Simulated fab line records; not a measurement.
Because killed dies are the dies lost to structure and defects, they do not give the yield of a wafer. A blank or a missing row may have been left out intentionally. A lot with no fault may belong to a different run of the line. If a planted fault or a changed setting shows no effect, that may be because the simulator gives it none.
fab line records | flow n5-finfet
[record] lots = 6 wafers = 15 last-day = 16
route steps=1938 shown BEOL_M15@1778 PASSIVATION@1936
lots untouched by any fault: they come from a run of this same line in which no faults occurred
start-h: start of the lot's first displayed wafer, in hours after the record's first day | wait-h: how many hours have passed since the lot's step before this one | " as in the row above | L1.1+2: a row that stands for several wafers | - no value, or no start given | * or withheld: withheld | < > ~ a bound
route shown NAME@n: a module of which the file shows steps, and the number in the route of the first | usual: the fault-free wafers' mean and standard deviation | same: alike in all rows | chamber/n: place in a boat | sites: per-site readings | _std_site: standard deviation across them | _edge_site: mean of outer sites minus mean of inner sites | radius-mm: for every site, how far away it sits from the centre of the wafer | mask NAME#n: copy n | behind: the tool/chamber that last shaped the wafer | hold: the reason the lot was held/the length of the hold in hours/how it ended | device: which transistor (n, p or np) failed to switch | end of line: tests run on the same wafers once the route is complete | a step with no rows: only its recipe | killed: the dies lost at the first sort to structure and to defects; this is not the yield of the wafer | map: the dies of a wafer, with x for killed, . for not killed, _ for no die there
set.NAME: the setting the step ran with; set.NAME@STEP: the setting that earlier step ran with | model.NAME: the simulator's own value behind a step, which no gauge read
lots at some steps of the route; a table a step, a row a wafer
services: from which hour (start-h, from the record's first day; less than 0 if before it) a tool's chamber was out of use, for how many hours, and why
[[steps]]
[step N5_BEOL_M15_SOFTBAKE_05]
[recipe] temp-c = 130 time-s = 60
[step N5_BEOL_M15_EXPOSE_07]
[recipe] mask-id = V14 na = 0.8 source-shape = annular sigma-inner = 0.5 sigma-outer = 0.8 polarization = unpolarized attpsm-phase-deg = 180 dose-mj = 41.25
[step N5_BEOL_M15_PEB_08]
[recipe] peb-temp-c = 130 peb-time-s = 90
[step N5_BEOL_M15_DEVELOP_09]
[recipe] develop-time-s = 45 rinse-liquid = diw dry = air-spin dev-temp-c = 21
[step N5_BEOL_M15_HARDBAKE_14]
[recipe] temp-c = 130 time-s = 120
[step N5_BEOL_M15_CD_MEAS_10]
[recipe] target-cd-nm = 360 landing-energy-ev = 500 detector = se-inlens polarity = opening
[usual] cd-nm = 358.3/1.9
// columns lot.wafer tool chamber start-h wait-h cd-nm
L462.1 cd-sem-01 0 267.03 - 356.5
L462.2 " 0 " " 360.3
L464.4 cd-sem-03 0 277.77 - 354.9
L464.5 " 0 " " 357.2
L474.4 cd-sem-02 0 325.16 - 359.5
L474.5 " 0 " " 356.0
L474.6 " 0 " " 360.6
L475.2 cd-sem-03 0 343.17 - 362.6
L475.4 " 0 " " 361.0
L475.6 " 0 " " 360.2
L476.1 cd-sem-03 0 343.82 - 357.9
L476.3 " 0 " " 360.5
L478.1 cd-sem-01 0 353.94 - 356.5
L478.5 " 0 " " 358.1
L478.6 " 0 " " 362.3
[step N5_BEOL_M15_OVL_MEAS_11]
[recipe] points-per-wafer = 44
[usual] V14_OVL = -1/4.6
// columns lot.wafer tool chamber start-h wait-h V14_OVL[nm]
L462.1 overlay-01 0 267.06 0.0 -9
L462.2 " 0 " " 2
L464.4 overlay-01 0 277.80 0.0 -3
L464.5 " 0 " " -6
L474.4 overlay-01 0 325.19 0.0 -1
L474.5 " 0 " " -5
L474.6 " 0 " " -7
L475.2 overlay-01 0 343.20 0.0 5
L475.4 " 0 " " -1
L475.6 " 0 " " 2
L476.1 overlay-02 0 343.85 0.0 -6
L476.3 " 0 " " -2
L478.1 overlay-02 0 353.97 0.0 -6
L478.5 " 0 " " -5
L478.6 " 0 " " 0
[step N5_BEOL_M15_INSPECT_12]
[recipe] mode = adi inspect-instrument = macro
[usual] raw-defect-count = 2.2/1.6
// columns lot.wafer tool chamber start-h wait-h raw-defect-count
L462.1 defect-inspect-02 - 267.09 0.0 2
L462.2 " - " " 0
L464.4 defect-inspect-02 - 277.83 0.0 2
L464.5 " - " " 3
L474.4 defect-inspect-01 - 325.22 0.0 1
L474.5 " - " " 1
L474.6 " - " " 4
L475.2 defect-inspect-01 - 343.22 0.0 3
L475.4 " - " " 3
L475.6 " - " " 2
L476.1 defect-inspect-02 - 343.87 0.0 2
L476.3 " - " " 5
L478.1 defect-inspect-02 - 353.99 0.0 2
L478.5 " - " " 0
L478.6 " - " " 1
[step N5_BEOL_M15_DESCUM_15]
[recipe] chemistry = O2 time-s = 7.9 source-power-w = 50 bias-power-w = 20 pressure-mtorr = 20 rf-frequency-hz = 2.712e+07 temp-c = 40 o2-flow-sccm = 225
[usual] drypump-motor-current-A = 5.5/0.56 oes-product-au = 0.82/0.091 rf-fwd-power-W = 49.36/0.26 rf-vpp-V = 243.2/1.7 showerhead-plenum-p-Torr = 2.10/0.091 throttle-valve-pct = 20.43/0.21
// columns lot.wafer tool chamber start-h wait-h drypump-motor-current-A oes-product-au rf-fwd-power-W rf-hours-counter-h rf-vpp-V showerhead-plenum-p-Torr throttle-valve-pct
L462.1 rie-diel-02 3 267.35 0.3 6.0 0.91 49.50 29 243.4 2.13 20.09
L462.2 " 1 " " 5.5 0.97 49.58 1 242.8 2.07 20.53
L464.4 rie-diel-03 3 277.87 0.0 6.5 1.02 49.40 - 244.8 2.24 20.20
L464.5 " 2 " " 5.3 0.83 49.00 - 241.0 2.04 20.62
L474.4 rie-diel-03 0 325.25 0.0 6.0 0.65 49.40 232 245.6 2.17 20.47
L474.5 " 3 " " 6.5 0.94 49.65 - 244.3 2.23 20.21
L474.6 " 2 " " 5.3 0.81 49.17 - 241.8 2.03 20.64
L475.2 rie-diel-03 2 343.25 0.0 5.2 0.80 49.16 103 242.2 2.03 20.64
L475.4 " 0 " " 5.9 0.66 50.08 238 243.4 2.17 20.48
L475.6 " 1 " " 5.0 0.81 49.57 - 244.2 2.20 20.22
L476.1 rie-diel-02 1 343.90 0.0 5.4 0.88 49.64 27 242.8 2.06 20.55
L476.3 " 0 " " 5.7 0.69 48.97 193 239.8 1.92 20.81
L478.1 rie-diel-06 0 354.03 0.0 6.2 0.94 49.40 16 245.8 2.22 20.48
L478.5 " 3 " " 4.7 0.79 48.98 - 242.1 2.09 20.52
L478.6 " 2 " " 4.7 0.91 49.22 - 242.3 2.05 20.35
[step N5_BEOL_M15_ETCH_59]
[recipe] chemistry = N2/H2 target = BARC target-depth-a = 890 overetch-a = 267 time-s = 67.9 ion-energy-ev = 200 pressure-mtorr = 30 source-w = 840 bias-w = 150 n2-flow-sccm = 200 h2-flow-sccm = 200
[usual] drypump-motor-current-A = 5.5/0.56 n2-flow-sccm = 200.0/0.65 oes-product-au = 0.70/0.072 rf-fwd-power-W = 833/3.7 rf-vpp-V = 524/3.1 showerhead-plenum-p-Torr = 2.55/0.11 throttle-valve-pct = 17.83/0.26
// columns lot.wafer tool chamber start-h wait-h drypump-motor-current-A n2-flow-sccm oes-product-au rf-fwd-power-W rf-hours-counter-h rf-vpp-V showerhead-plenum-p-Torr throttle-valve-pct
L462.1 rie-diel-02 3 267.38 0.0 6.0 200.1 0.78 833 29 526 2.61 17.60
L462.2 " 1 " " 5.4 201.0 0.81 830 1 522 2.49 17.77
L464.4 rie-diel-03 3 277.92 0.0 6.5 199.9 0.85 834 - 527 2.71 17.41
L464.5 " 2 " " 5.3 199.4 0.70 829 - 522 2.46 17.90
L474.4 rie-diel-03 0 325.28 0.0 6.0 199.7 0.58 833 232 525 2.62 17.84
L474.5 " 3 " " 6.5 199.2 0.80 841 - 529 2.71 17.45
L474.6 " 2 " " 5.3 200.1 0.68 834 - 522 2.45 17.91
L475.2 rie-diel-03 2 343.29 0.0 5.3 200.1 0.67 828 103 523 2.45 17.93
L475.4 " 0 " " 6.0 199.9 0.58 837 238 525 2.62 17.84
L475.6 " 1 " " 5.0 200.2 0.69 833 - 527 2.69 17.75
L476.1 rie-diel-02 1 343.94 0.0 5.5 199.6 0.75 832 27 523 2.47 17.83
L476.3 " 0 " " 5.7 200.7 0.61 825 193 518 2.34 18.39
L478.1 rie-diel-06 0 354.06 0.0 6.3 200.2 0.78 833 16 527 2.73 18.08
L478.5 " 3 " " 4.8 199.5 0.67 829 - 525 2.53 17.89
L478.6 " 2 " " 4.8 199.2 0.78 834 - 523 2.49 17.82
[step N5_BEOL_M15_VIA_ETCH_16]
[recipe] chemistry = C4F8/O2/Ar target = SiO2 he-inner-torr = 15 he-outer-torr = 30 target-depth-a = 17922 time-s = withheld ion-energy-ev = 800 pressure-mtorr = 20 source-w = 1905 bias-w = 2040 Ar_flow_sccm = 400 C4F8_flow_sccm = 16 O2_flow_sccm = 12 ends = cleared
[usual] O2_flow_sccm = 12.00/0.034 drypump-motor-current-A = 5.5/0.56 he-outer-torr = 29.99/0.059 mfc-ar-sccm = 400.0/1.1 oes-product-au = 0.73/0.076 rf-fwd-power-W = 1901/6.5 rf-vpp-V = 2189/35 showerhead-plenum-p-Torr = 3.45/0.14 throttle-valve-pct = 30.86/0.24
// columns lot.wafer tool chamber start-h wait-h O2_flow_sccm drypump-motor-current-A he-outer-torr mfc-ar-sccm oes-product-au rf-fwd-power-W rf-vpp-V showerhead-plenum-p-Torr throttle-valve-pct
L462.1 rie-diel-02 3 267.43 0.0 11.97 6.0 30.02 400.9 0.81 1895 2257 3.56 30.99
L462.2 " 1 " " 11.97 5.4 30.04 400.3 0.86 1896 2137 3.39 31.00
L464.4 rie-diel-03 3 278.07 0.1 12.00 6.5 30.05 399.5 0.89 1900 2172 3.62 30.42
L464.5 " 2 " " 12.03 5.3 29.99 399.6 0.74 1891 2212 3.34 30.93
L474.4 rie-diel-03 0 325.33 0.0 11.99 5.9 30.07 400.9 0.60 1896 2170 3.54 30.64
L474.5 " 3 " " 11.98 6.5 29.83 401.8 0.83 1909 2173 3.61 30.40
L474.6 " 2 " " 12.05 5.3 29.98 399.3 0.71 1897 2212 3.33 30.94
L475.2 rie-diel-03 2 343.34 0.0 12.00 5.3 29.99 398.5 0.71 1901 2209 3.33 30.96
L475.4 " 0 " " 11.98 5.9 29.85 398.3 0.60 1910 2171 3.54 30.65
L475.6 " 1 " " 12.01 5.1 29.98 397.3 0.72 1898 2169 3.61 30.72
L476.1 rie-diel-02 2 343.99 0.0 11.99 5.7 30.01 401.2 0.71 1901 2154 3.31 30.97
L476.3 " 0 " " 12.04 5.8 29.96 399.6 0.62 1896 2223 3.18 31.27
L478.1 rie-diel-06 0 354.12 0.0 12.06 6.3 29.91 399.5 0.84 1900 2284 3.64 31.03
L478.5 " 3 " " 12.02 4.8 30.06 399.3 0.71 1897 2186 3.40 30.60
L478.6 " 2 " " 11.97 4.7 29.94 401.1 0.80 1905 2166 3.39 30.98
[step N5_BEOL_M15_STRIP_63]
[recipe] chemistry = O2 power-w = 600 temp-c = 60 pressure-mtorr = 30 rf-frequency-hz = 6e+07 bias-power-w = 0 overash-fraction = 0.3 o2-flow-sccm = 225
[usual] chamber-pressure-mTorr = 30.00/0.046 drypump-motor-current-A = 5.5/0.56 oes-product-au = 0.82/0.091 rf-vpp-V = 3.6/0.71 showerhead-plenum-p-Torr = 2.10/0.092 throttle-valve-pct = 16.67/0.23
// columns lot.wafer tool chamber start-h wait-h chamber-pressure-mTorr drypump-motor-current-A oes-product-au rf-hours-counter-h rf-vpp-V showerhead-plenum-p-Torr throttle-valve-pct
L462.1 rie-diel-02 3 - - 30.02 6.0 0.90 29 4.5 2.13 16.32
L462.2 " 1 " " 29.97 5.5 0.97 1 3.2 2.07 16.73
L464.4 rie-diel-03 3 - - 30.00 6.5 1.00 - 3.7 2.24 16.36
L464.5 " 2 " " 29.97 5.3 0.82 - 3.1 2.04 16.87
L474.4 rie-diel-03 0 - - 30.00 5.9 0.67 232 2.0 2.17 16.75
L474.5 " 3 " " 30.00 6.5 0.95 - 3.6 2.24 16.37
L474.6 " 2 " " 30.01 5.3 0.81 - 2.9 2.04 16.89
L475.2 rie-diel-03 2 - - 30.02 5.3 0.81 103 4.7 2.04 16.89
L475.4 " 0 " " 30.05 5.9 0.66 238 4.4 2.17 16.80
L475.6 " 1 " " 30.06 5.0 0.82 - 3.4 2.20 16.50
L476.1 rie-diel-02 1 - - 29.92 5.4 0.89 27 3.7 2.06 16.75
L476.3 " 0 " " 29.93 5.7 0.70 193 3.0 1.93 17.09
L478.1 rie-diel-06 0 - - 30.05 6.3 0.94 16 2.9 2.22 16.69
L478.5 " 3 " " 29.97 4.8 0.79 - 3.9 2.09 16.84
L478.6 " 2 " " 29.99 4.8 0.90 - 4.8 2.05 16.55
[step N5_BEOL_M15_STRIP_64]
[recipe] chemistry = O2 power-w = 600 temp-c = 60 pressure-mtorr = 30 rf-frequency-hz = 6e+07 bias-power-w = 0 overash-fraction = 0.3 o2-flow-sccm = 225
[usual] chamber-pressure-mTorr = 29.998/0.026 drypump-motor-current-A = 5.5/0.56 oes-product-au = 0.82/0.092 rf-vpp-V = 3.7/0.44 showerhead-plenum-p-Torr = 2.10/0.092 throttle-valve-pct = 16.67/0.23
// columns lot.wafer tool chamber start-h wait-h chamber-pressure-mTorr drypump-motor-current-A oes-product-au rf-hours-counter-h rf-vpp-V showerhead-plenum-p-Torr throttle-valve-pct
L462.1 rie-diel-02 3 267 - 29.968 6.0 0.91 29 4.0 2.13 16.30
L462.2 " 1 " " 29.996 5.4 0.96 1 3.2 2.07 16.70
L464.4 rie-diel-03 3 278 - 29.978 6.5 1.02 - 3.4 2.24 16.35
L464.5 " 2 " " 29.964 5.3 0.82 - 3.1 2.04 16.87
L474.4 rie-diel-03 0 325 - 21.032 5.9 0.67 232 4.4 2.18 16.77
L474.5 " 3 " " 21.041 6.5 0.96 - 3.8 2.24 16.39
L474.6 " 2 " " 21.024 5.2 0.81 - 3.6 2.04 16.89
L475.2 rie-diel-03 2 343 - 21.046 5.3 0.79 103 4.1 2.04 16.88
L475.4 " 0 " " 21.001 5.9 0.67 238 4.0 2.17 16.80
L475.6 " 1 " " 21.017 5.0 0.80 - 2.8 2.20 16.46
L476.1 rie-diel-02 1 344 - 29.978 5.5 0.89 27 3.8 2.06 16.76
L476.3 " 0 " " 29.977 5.7 0.70 193 3.2 1.93 17.07
L478.1 rie-diel-06 0 354 - 30.011 6.2 0.94 16 3.8 2.22 16.70
L478.5 " 3 " " 29.961 4.7 0.78 - 3.2 2.09 16.79
L478.6 " 2 " " 30.009 4.7 0.91 - 3.8 2.05 16.56
[step N5_BEOL_M15_STRIP_65]
[recipe] chemistry = post-etch-residue-remover time-s = 60 temp-c = 25 remover-ph = withheld remover-water-wt-pct = withheld remover-fluoride-wt-pct = withheld
[step N5_PASSIVATION_PROBE_49]
[usual] defect-limited-yield = 91.2/1.4 killed_at_M0_to_M3 = 32/9.3 killed_at_M4_up = 14/4.9 killed-at-contacts = 15/7.5 killed-at-front-end = 40/11 killed-at-other = 4/3.3 killed-dies = 104/17 killed-open = 68/14 killed-short = 33/7.9 sort_bin_4_leakage = 0/0 sort_bin_5_function = 5.2/0.99 sort_bin_6_memory = 3.2/0.65 sort-n-pass = 1076/17 sort-yield-pct = 91.1/1.5
[same] gross-dies = 1180 killed-at-back-side = 0 sort_bin_8_speed[%] = 0
// columns lot.wafer tool chamber start-h wait-h defect-limited-yield[%] killed_at_M0_to_M3 killed_at_M4_up killed-at-contacts killed-at-front-end killed-at-other killed-dies killed-open killed-short sort_bin_4_leakage[%] sort_bin_5_function[%] sort_bin_6_memory[%] sort-n-pass sort-yield-pct[%]
L462.1 prober-02 - 287.81 0.0 92.0 31 11 30 21 1 94 58 35 0 4.8 3.0 1086 92.0
L462.2 prober-02 - 287.86 0.1 89.7 52 8 29 29 4 122 70 37 0 5.8 3.7 1058 89.7
L464.4 prober-01 - 297.60 0.2 87.5 52 11 34 48 3 148 98 49 0 8.4 3.8 1032 87.5
L464.5 prober-01 - 297.65 0.2 88.7 36 14 27 56 0 133 95 31 0 6.3 4.2 1047 88.7
L474.4 prober-01 - 344.06 0.2 89.9 22 8 4 83 2 119 55 15 0.08 6.8 3.1 1060 89.8
L474.5 prober-01 - 344.11 0.2 91.2 20 7 6 36 35 104 48 22 0 6.4 2.0 1076 91.2
L474.6 prober-01 - 344.16 0.3 92.8 22 7 16 38 2 85 52 31 0 4.4 2.5 1095 92.8
L475.2 prober-02 - 363.30 0.1 89.6 41 17 13 42 10 123 81 35 0 5.7 4.4 1057 89.6
L475.4 prober-02 - 363.40 0.2 91.8 28 15 13 40 1 97 65 30 0 5.0 2.8 1083 91.8
L475.6 prober-02 - 363.50 0.3 91.4 30 5 20 36 11 102 49 45 0 5.2 3.0 1078 91.4
L476.1 prober-01 - 365.86 0.0 91.9 27 21 14 26 7 95 64 25 0 4.5 3.3 1085 91.9
L476.3 prober-01 - 365.96 0.1 91.9 30 8 21 33 4 96 64 28 0 4.9 3.1 1084 91.9
L478.1 prober-02 - 374.93 0.0 91.6 22 9 6 53 9 99 61 25 0 4.0 3.2 1081 91.6
L478.5 prober-02 - 375.13 0.2 91.9 29 8 8 48 3 96 68 27 0 4.5 3.3 1084 91.9
L478.6 prober-02 - 375.18 0.3 91.6 20 10 9 59 1 99 55 37 0 4.2 3.1 1081 91.6
// killed by level:class
L462.1 MOL_CONTACT_COAG:geometric-particle:open=25 BEOL_M0_SAQP:geometric-particle:short=9 MOL_CONTACT_COAG:geometric-particle:short=5 BEOL_M5:geometric-particle:open=5 BEOL_M1:geometric-particle:open=4 BEOL_M0_SAQP:geometric-particle:open=4 BEOL_M2:geometric-particle:open=4 BEOL_M3:geometric-particle:short=4
L462.2 MOL_CONTACT_COAG:geometric-particle:open=16 BEOL_M0_SAQP:geometric-particle:open=15 BEOL_M0_SAQP:geometric-particle:short=13 MOL_CONTACT_COAG:area-etch=9 BEOL_M1:geometric-particle:open=8 FIN_SAQP:geometric-particle:open=6 BEOL_M2:geometric-particle:open=6 HKMG_FIN:area-etch=6
L464.4 MOL_CONTACT_COAG:geometric-particle:open=28 STI_FIN_REVEAL:geometric-particle:open=10 BEOL_M0_SAQP:geometric-particle:short=10 BEOL_M0_SAQP:geometric-particle:open=9 BEOL_M3:geometric-particle:open=9 FIN_SAQP:geometric-particle:open=7 BEOL_M2:geometric-particle:open=7 MOL_CONTACT_COAG:geometric-particle:short=6
L464.5 MOL_CONTACT_COAG:geometric-particle:open=23 FIN_SAQP:geometric-particle:open=16 STI_FIN_REVEAL:geometric-particle:open=16 BEOL_M2:geometric-particle:open=10 BEOL_M0_SAQP:geometric-particle:open=9 BEOL_M0_SAQP:geometric-particle:short=9 STI_FIN_REVEAL:geometric-particle:short=5 BEOL_M4:geometric-particle:open=5
L474.4 FIN_CUT:area-etch=47 FIN_SAQP:geometric-particle:open=9 STI_FIN_REVEAL:geometric-particle:open=8 BEOL_M3:geometric-particle:open=7 DUMMY_GATE:geometric-particle:open=5 BEOL_M2:geometric-particle:open=4 BEOL_M1:geometric-particle:open=4 BEOL_M8:geometric-particle:open=3
L474.5 PASSIVATION:area-etch=31 FIN_SAQP:geometric-particle:open=10 STI_FIN_REVEAL:geometric-particle:open=8 FIN_SAQP:geometric-particle:short=6 MOL_CONTACT_COAG:geometric-particle:open=5 BEOL_M0_SAQP:geometric-particle:short=5 BEOL_M2:geometric-particle:open=4 BEOL_M0_SAQP:geometric-particle:open=4
L474.6 MOL_CONTACT_COAG:geometric-particle:open=15 BEOL_M0_SAQP:geometric-particle:short=11 FIN_SAQP:geometric-particle:open=10 FIN_SAQP:geometric-particle:short=5 BEOL_M0_SAQP:geometric-particle:open=5 STARTING-WAFER:geometric-particle:open=5 STI_FIN_REVEAL:geometric-particle:open=4 BEOL_M8:geometric-particle:open=4
L475.2 STI_FIN_REVEAL:geometric-particle:open=13 MOL_CONTACT_COAG:geometric-particle:open=11 BEOL_M3:geometric-particle:open=11 BEOL_M4:geometric-particle:open=11 BEOL_M0_SAQP:geometric-particle:short=8 BEOL_M0_SAQP:geometric-particle:open=8 FIN_SAQP:geometric-particle:open=5 FIN_SAQP:geometric-particle:short=5
L475.4 MOL_CONTACT_COAG:geometric-particle:open=11 FIN_SAQP:geometric-particle:open=10 BEOL_M0_SAQP:geometric-particle:short=10 BEOL_M4:geometric-particle:open=9 BEOL_M0_SAQP:geometric-particle:open=7 STARTING-WAFER:geometric-particle:open=7 GATE_CUT:geometric-particle:short=6 DUMMY_GATE:geometric-particle:open=5
L475.6 MOL_CONTACT_COAG:geometric-particle:open=13 FIN_SAQP:geometric-particle:short=9 MOL_CONTACT_COAG:geometric-particle:short=7 BEOL_M0_SAQP:geometric-particle:short=7 BEOL_M2:geometric-particle:open=7 PASSIVATION:area-etch=6 FIN_SAQP:geometric-particle:open=5 STI_FIN_REVEAL:geometric-particle:short=5
L476.1 BEOL_M4:geometric-particle:open=11 MOL_CONTACT_COAG:geometric-particle:open=10 STI_FIN_REVEAL:geometric-particle:open=8 BEOL_M2:geometric-particle:open=6 PASSIVATION:area-etch=6 BEOL_M0_SAQP:geometric-particle:open=5 BEOL_M3:geometric-particle:open=5 MOL_CONTACT_COAG:geometric-particle:short=4
L476.3 MOL_CONTACT_COAG:geometric-particle:open=19 BEOL_M0_SAQP:geometric-particle:short=9 STI_FIN_REVEAL:geometric-particle:open=7 BEOL_M0_SAQP:geometric-particle:open=7 BEOL_M3:geometric-particle:open=6 FIN_SAQP:geometric-particle:open=5 GATE_CUT:geometric-particle:open=4 BEOL_M0:geometric-particle:open=4
L478.1 FIN_SAQP:geometric-particle:open=11 STI_FIN_REVEAL:geometric-particle:open=7 PASSIVATION:area-etch=7 BEOL_M0_SAQP:geometric-particle:open=6 ILD0:geometric-particle:open=5 BEOL_M0_SAQP:geometric-particle:short=5 MOL_CONTACT_COAG:geometric-particle:open=5 BEOL_M3:geometric-particle:open=5
L478.5 FIN_SAQP:geometric-particle:open=14 FIN_SAQP:geometric-particle:short=9 MOL_CONTACT_COAG:geometric-particle:open=8 BEOL_M1:geometric-particle:open=7 ILD0:geometric-particle:open=7 STI_FIN_REVEAL:geometric-particle:open=6 BEOL_M3:geometric-particle:open=6 BEOL_M2:geometric-particle:open=5
L478.6 FIN_SAQP:geometric-particle:short=13 FIN_SAQP:geometric-particle:open=10 STI_FIN_REVEAL:geometric-particle:open=7 HKMG_FIN:area-etch=7 MOL_CONTACT_COAG:geometric-particle:open=6 BEOL_M4:geometric-particle:open=6 DUMMY_GATE:geometric-particle:short=5 GATE_CUT:geometric-particle:open=4
[[services]]
// columns tool chamber start-h hours kind
rie-diel-02 1 245.26 - clean
rie-diel-02 1 245.26 - consumable-replace:focus-ring
rie-diel-02 1 245.26 17.8 scheduled-down
rie-diel-02 1 245.26 17.8 vent-cycle
rie-diel-03 3 257.80 - clean
rie-diel-03 3 257.80 - consumable-replace:focus-ring
rie-diel-03 3 257.80 - consumable-replace:showerhead
rie-diel-06 2 262.16 - clean
rie-diel-06 2 262.16 - consumable-replace:focus-ring
rie-diel-06 2 262.16 25.1 scheduled-down
rie-diel-06 2 262.16 25.1 vent-cycle
rie-diel-03 0 274.83 3.8 repair
rie-diel-06 3 276.39 6.5 repair
rie-diel-02 3 277.39 11.6 repair
rie-diel-06 0 287.31 - clean
rie-diel-06 0 287.31 - consumable-replace:focus-ring
rie-diel-06 0 287.31 - consumable-replace:showerhead
rie-diel-06 0 287.31 19.2 scheduled-down
rie-diel-06 3 289.56 18.8 repair
rie-diel-02 3 297.64 18.1 repair
rie-diel-02 1 303.65 4.8 repair
rie-diel-06 1 313.27 20.2 repair
rie-diel-02 0 320.60 12.9 repair
rie-diel-03 2 336.02 2.5 repair
[[key]]
[first-sign] step = N5_BEOL_M15_STRIP_64 reading = chamber-pressure-mTorr direction = down sigmas = 99+ usual = * struck = *
effect none on later readings
met-at N5_BEOL_M15_STRIP_64
struck-wafers L474.4,L474.5,L474.6,L475.2,L475.4,L475.6
[baseline-loss] step = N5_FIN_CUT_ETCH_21 wafers = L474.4
[baseline-loss] step = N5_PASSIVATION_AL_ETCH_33 wafers = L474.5
onset-between 278 325
[fault] kind = process-parameter-drift tool = rie-diel-03 chamber = - onset-h = 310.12 steps = N5_BEOL_M15_STRIP_64 channel = pressure-mtorr offset = * shape = step end-h = 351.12 acts-in = * stated = *
// baseline-loss: these wafers lose ten dies or more at that step, a loss of the line's own and not of a fault; the sort's usual values leave them out
